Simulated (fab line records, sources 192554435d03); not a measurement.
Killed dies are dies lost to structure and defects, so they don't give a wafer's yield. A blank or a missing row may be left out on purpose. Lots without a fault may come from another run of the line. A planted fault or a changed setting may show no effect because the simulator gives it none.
Split-lot experiment | flow n5_finfet | 7 lots, 21 wafers read, on a route of 1938 steps

THE SPLIT
At N5_BEOL_M11_COAT_63 (time 60 s, resist thk 100 nm), the setting spin_rpm was moved away from the recipe's 1500 rpm on 3 of the 21 wafers read, by -9.1% to +3.1%. The other wafers ran this setting at the recipe's value.

FROM THE SPLIT TO THE READING: what the file shows between them, 6 steps
- N5_BEOL_M11_COAT_64: time 60 s, resist thk 30 nm
- N5_BEOL_M11_COAT_22: resist thk 90 nm
- N5_BEOL_M11_DESCUM_33: chemistry O2, time 7.9 s
- N5_BEOL_M11_ETCH_65: etches SiARC in CF4, target depth 39 nm, time 65 s
- N5_BEOL_M11_ETCH_66: etches SOC in N2/H2, target depth 120 nm, overetch 24 nm, time 180 s
- N5_BEOL_M11_STRIP_69: strips in N2/H2

THE READING
SOC_of_BEOL_M11_COAT_63.thk_nm (the simulator's own value, which no gauge read), in nm, at N5_BEOL_M11_VIA_ETCH_34 (etches SiCOH lowk in C4F6/O2, target depth 184.5 nm, time 69.2 s). The file gives no usual value for it. The 18 wafers here that ran the recipe average 91.9 nm, standard deviation 0.37 nm.

wafer  | tool, chamber at the split | spin_rpm as run, rpm | against the recipe | SOC_of_BEOL_M11_COAT_63.thk_nm, nm | against lot-mates on the recipe
L074.1 | litho_track-02, 0          | 1500                 | recipe             | 91.4                               | -
L074.3 | litho_track-02, 0          | 1546                 | +3.1%              | 90                                 | -1.4
L074.5 | litho_track-02, 0          | 1546                 | +3.1%              | 89.6                               | -1.8
L075.2 | litho_track-01, 0          | 1500                 | recipe             | 92.2                               | -
L075.3 | litho_track-01, 0          | 1500                 | recipe             | 92                                 | -
L075.5 | litho_track-01, 0          | 1500                 | recipe             | 92.6                               | -
L080.1 | litho_track-02, 0          | 1500                 | recipe             | 91.4                               | -
L080.2 | litho_track-02, 0          | 1364                 | -9.1%              | 96.6                               | +5.0
L080.6 | litho_track-02, 0          | 1500                 | recipe             | 91.8                               | -
L079.2 | litho_track-05, 0          | 1500                 | recipe             | 91.8                               | -
L079.3 | litho_track-05, 0          | 1500                 | recipe             | 92.2                               | -
L079.4 | litho_track-05, 0          | 1500                 | recipe             | 92.2                               | -
L083.1 | litho_track-02, 0          | 1500                 | recipe             | 92.2                               | -
L083.3 | litho_track-02, 0          | 1500                 | recipe             | 92.2                               | -
L083.6 | litho_track-02, 0          | 1500                 | recipe             | 91.8                               | -
L084.1 | litho_track-05, 0          | 1500                 | recipe             | 91.2                               | -
L084.2 | litho_track-05, 0          | 1500                 | recipe             | 91.8                               | -
L084.3 | litho_track-05, 0          | 1500                 | recipe             | 91.8                               | -
L096.1 | litho_track-01, 0          | 1500                 | recipe             | 91.6                               | -
L096.3 | litho_track-01, 0          | 1500                 | recipe             | 91.4                               | -
L096.4 | litho_track-01, 0          | 1500                 | recipe             | 92.2                               | -

THE FIT
A straight line over all 21 wafers: SOC_of_BEOL_M11_COAT_63.thk_nm changes by -0.551 nm for each +1% of spin_rpm; r = -0.96; the points scatter about the line by 0.38 nm.
The same after taking each lot's own level away (the mean of its wafers on the recipe; 21 wafers): -0.546 nm for each +1%; r = -0.98; scatter 0.25 nm.
On that fit, the largest move of spin_rpm shifts the reading by 4.9 nm.
The lots' own levels span 91.40 to 92.27 nm, that is 2.4 times the standard deviation above.
So the lot-to-lot level changes the slope little: the two slopes agree.
Check: with one of the wafers moved furthest among these (-9.1%) left out of the fit, the line predicts +4.73 nm for it against its lot-mates. It came out at +5 nm against them.

OTHER SPLITS ON THESE WAFERS
These wafers also went through other splits before the reading. Each is held against what the fit with the lots' levels taken away leaves over:
other split on the same wafers   | wafers away from the commonest value | r with SOC_of_BEOL_M11_COAT_63.thk_nm (lot level and that fit taken away)
N5_BEOL_M9_CMP_52 down_force_psi | 5                                    | +0.12
N5_BEOL_M10_ILD_DEP_00 temp_c    | 4                                    | -0.02
N5_BEOL_M11_ETCH_62 time_s       | 6                                    | +0.20

THE WHOLE CHAIN: every reading that the file lists as answering this split, in the file's order
step                    | what it does                                                         | reading                                                                         | change (the file's fit)               | r (the file's)
N5_BEOL_M11_COAT_63     | time 60 s, resist thk 100 nm                                         | SOC_of_BEOL_M11_COAT_63.thk_nm (the simulator's own value, which no gauge read) | -0.558 nm for each +1% of the setting | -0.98
N5_BEOL_M11_ETCH_66     | etches SOC in N2/H2, target depth 120 nm, overetch 24 nm, time 180 s | etch.depth_nm (the simulator's own value, which no gauge read)                  | -0.558 nm for each +1% of the setting | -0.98
N5_BEOL_M11_VIA_ETCH_34 | etches SiCOH lowk in C4F6/O2, target depth 184.5 nm, time 69.2 s     | SOC_of_BEOL_M11_COAT_63.thk_nm (the simulator's own value, which no gauge read) | -0.548 nm for each +1% of the setting | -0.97

THE FILE'S OWN FIT
SOC_of_BEOL_M11_COAT_63.thk_nm changes by -0.548 nm for each +1% of spin_rpm, r = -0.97.
